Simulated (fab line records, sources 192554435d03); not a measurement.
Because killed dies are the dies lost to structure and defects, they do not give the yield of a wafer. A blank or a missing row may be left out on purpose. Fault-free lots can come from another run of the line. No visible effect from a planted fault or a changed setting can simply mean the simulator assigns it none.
Split-lot trial :: flow n5 finfet :: 21 wafers read across 7 lots, on a route 1938 steps long

ON THE SPLIT
At N5_SD_EPI_N_PEB_07 (peb time 60 s), the setting peb time s was moved away from the recipe's 60 s on 5 of the 21 wafers read, by -19.2% to -12.5%. The other wafers ran this setting at the recipe's value.

SPLIT TO READING: what lies between them in the file, 1 step
- N5_SD_EPI_N_DEVELOP_08: develop time 30 s

THE READING
cd nm (nm) at N5_SD_EPI_N_CD_MEAS_09, where the cd target is 120 nm. A value of 120.0 nm with a standard deviation of 1.2 nm is what fault-free wafers of this fab line usually give.

wafer: L074.1
tool, chamber at the split: litho track-03, 0
peb time s as run, s: 49.68
against the recipe: -17.2%
cd nm, nm: 113.7
against lot-mates on the recipe: -6.7

wafer: L074.2
tool, chamber at the split: litho track-03, 0
peb time s as run, s: 60
against the recipe: recipe
cd nm, nm: 120.4
against lot-mates on the recipe: -

wafer: L074.4
tool, chamber at the split: litho track-03, 0
peb time s as run, s: 49.68
against the recipe: -17.2%
cd nm, nm: 113.6
against lot-mates on the recipe: -6.8

wafer: L081.2
tool, chamber at the split: litho track-01, 0
peb time s as run, s: 60
against the recipe: recipe
cd nm, nm: 118.3
against lot-mates on the recipe: -

wafer: L081.3
tool, chamber at the split: litho track-01, 0
peb time s as run, s: 60
against the recipe: recipe
cd nm, nm: 119.6
against lot-mates on the recipe: -

wafer: L081.5
tool, chamber at the split: litho track-01, 0
peb time s as run, s: 60
against the recipe: recipe
cd nm, nm: 119.3
against lot-mates on the recipe: -

wafer: L088.2
tool, chamber at the split: litho track-04, 0
peb time s as run, s: 60
against the recipe: recipe
cd nm, nm: 119.2
against lot-mates on the recipe: -

wafer: L088.3
tool, chamber at the split: litho track-04, 0
peb time s as run, s: 60
against the recipe: recipe
cd nm, nm: 121.3
against lot-mates on the recipe: -

wafer: L088.6
tool, chamber at the split: litho track-04, 0
peb time s as run, s: 60
against the recipe: recipe
cd nm, nm: 121.0
against lot-mates on the recipe: -

wafer: L089.2
tool, chamber at the split: litho track-04, 0
peb time s as run, s: 48.5
against the recipe: -19.2%
cd nm, nm: 112.1
against lot-mates on the recipe: -7.6

wafer: L089.3
tool, chamber at the split: litho track-04, 0
peb time s as run, s: 48.5
against the recipe: -19.2%
cd nm, nm: 112.5
against lot-mates on the recipe: -7.2

wafer: L089.4
tool, chamber at the split: litho track-04, 0
peb time s as run, s: 60
against the recipe: recipe
cd nm, nm: 119.7
against lot-mates on the recipe: -

wafer: L091.2
tool, chamber at the split: litho track-03, 0
peb time s as run, s: 60
against the recipe: recipe
cd nm, nm: 120.3
against lot-mates on the recipe: -

wafer: L091.4
tool, chamber at the split: litho track-03, 0
peb time s as run, s: 60
against the recipe: recipe
cd nm, nm: 119.4
against lot-mates on the recipe: -

wafer: L091.5
tool, chamber at the split: litho track-03, 0
peb time s as run, s: 60
against the recipe: recipe
cd nm, nm: 120.6
against lot-mates on the recipe: -

wafer: L094.1
tool, chamber at the split: litho track-03, 0
peb time s as run, s: 60
against the recipe: recipe
cd nm, nm: 119.9
against lot-mates on the recipe: -

wafer: L094.4
tool, chamber at the split: litho track-03, 0
peb time s as run, s: 52.48
against the recipe: -12.5%
cd nm, nm: 115.9
against lot-mates on the recipe: -4.0

wafer: L094.6
tool, chamber at the split: litho track-03, 0
peb time s as run, s: 60
against the recipe: recipe
cd nm, nm: 119.9
against lot-mates on the recipe: -

wafer: L096.1
tool, chamber at the split: litho track-01, 0
peb time s as run, s: 60
against the recipe: recipe
cd nm, nm: 118.6
against lot-mates on the recipe: -

wafer: L096.4
tool, chamber at the split: litho track-01, 0
peb time s as run, s: 60
against the recipe: recipe
cd nm, nm: 118.5
against lot-mates on the recipe: -

wafer: L096.6
tool, chamber at the split: litho track-01, 0
peb time s as run, s: 60
against the recipe: recipe
cd nm, nm: 117.3
against lot-mates on the recipe: -

FIT RESULTS
A straight line over all 21 wafers: cd nm changes by +0.358 nm for each +1% of peb time s; r = +0.94; the points scatter about the line by 0.97 nm.
The same after taking each lot's own level away (the mean of its wafers on the recipe; 21 wafers): +0.382 nm for each +1%; r = +0.98; scatter 0.57 nm.
According to that fit, moving peb time s by its largest amount changes the reading by 7.3 nm.
From 118.13 to 120.50 nm: that is the span of the lots' own levels, equal to 2.0 times the standard deviation above.
The two slopes agree, so the slope changes little with the lot-to-lot level.
Check: -7.22 nm against its lot-mates is what the line predicts for one of the wafers moved furthest among these (-19.2%) when that wafer is left out of the fit. Against them it came out at -7.6 nm.

FURTHER SPLITS ON THESE WAFERS
Before the reading, these wafers also passed through other splits. Each is held against what the fit with the lots' levels taken away leaves over:
other split on the same wafers: N5_FIN_SAQP_PEB_14 peb time s
wafers away from the commonest value: 5
r with cd nm (lot level and that fit taken away): +0.12

other split on the same wafers: N5_FIN_SAQP_ETCH_52 source w
wafers away from the commonest value: 7
r with cd nm (lot level and that fit taken away): -0.23

other split on the same wafers: N5_STI_FIN_REVEAL_ETCHBACK_08 time s
wafers away from the commonest value: 7
r with cd nm (lot level and that fit taken away): +0.15

other split on the same wafers: N5_STI_FIN_REVEAL_PRECLEAN_17 time s
wafers away from the commonest value: 6
r with cd nm (lot level and that fit taken away): +0.06

other split on the same wafers: N5_DUMMY_GATE_EXPOSE_12 dose mj
wafers away from the commonest value: 8
r with cd nm (lot level and that fit taken away): -0.02

other split on the same wafers: N5_DUMMY_GATE_ETCH_37 source w
wafers away from the commonest value: 7
r with cd nm (lot level and that fit taken away): -0.25

THE WHOLE CHAIN: every reading that the file lists as answering this split, in the file's order
step: N5_SD_EPI_N_CD_MEAS_09
what it does: target cd 120 nm
reading: cd nm
change (the file's fit): +0.378 nm for each +1% of the setting
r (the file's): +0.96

step: N5_SD_EPI_N_DESCUM_14
what it does: chemistry O2, time 7.9 s
reading: SD_EPI_N.cd nm (the simulator's own value, which no gauge read)
change (the file's fit): +0.389 nm for each +1% of the setting
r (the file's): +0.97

step: N5_SD_EPI_N_ETCH_35
what it does: etches SOC in N2/H2, overetch 108 nm, time 486 s
reading: SD_EPI_N.cd nm (the simulator's own value, which no gauge read)
change (the file's fit): +0.42 nm for each +1% of the setting
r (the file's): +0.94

step: N5_SD_EPI_N_ETCHBACK_44
what it does: etches SiNx in CH3F/O2, stops on SiO2, target depth 14.5 nm
reading: SD_EPI_N.cd nm (the simulator's own value, which no gauge read)
change (the file's fit): +0.41 nm for each +1% of the setting
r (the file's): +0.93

step: N5_SD_EPI_N_SD_RECESS_17
what it does: chemistry HBr/Cl2/O2, target depth 41 nm, time 23.7 s, bt time 3 s
reading: SD_EPI_N.cd nm (the simulator's own value, which no gauge read)
change (the file's fit): +0.402 nm for each +1% of the setting
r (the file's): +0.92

FILE'S OWN FIT
cd nm changes by +0.378 nm for each +1% of peb time s, r = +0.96.
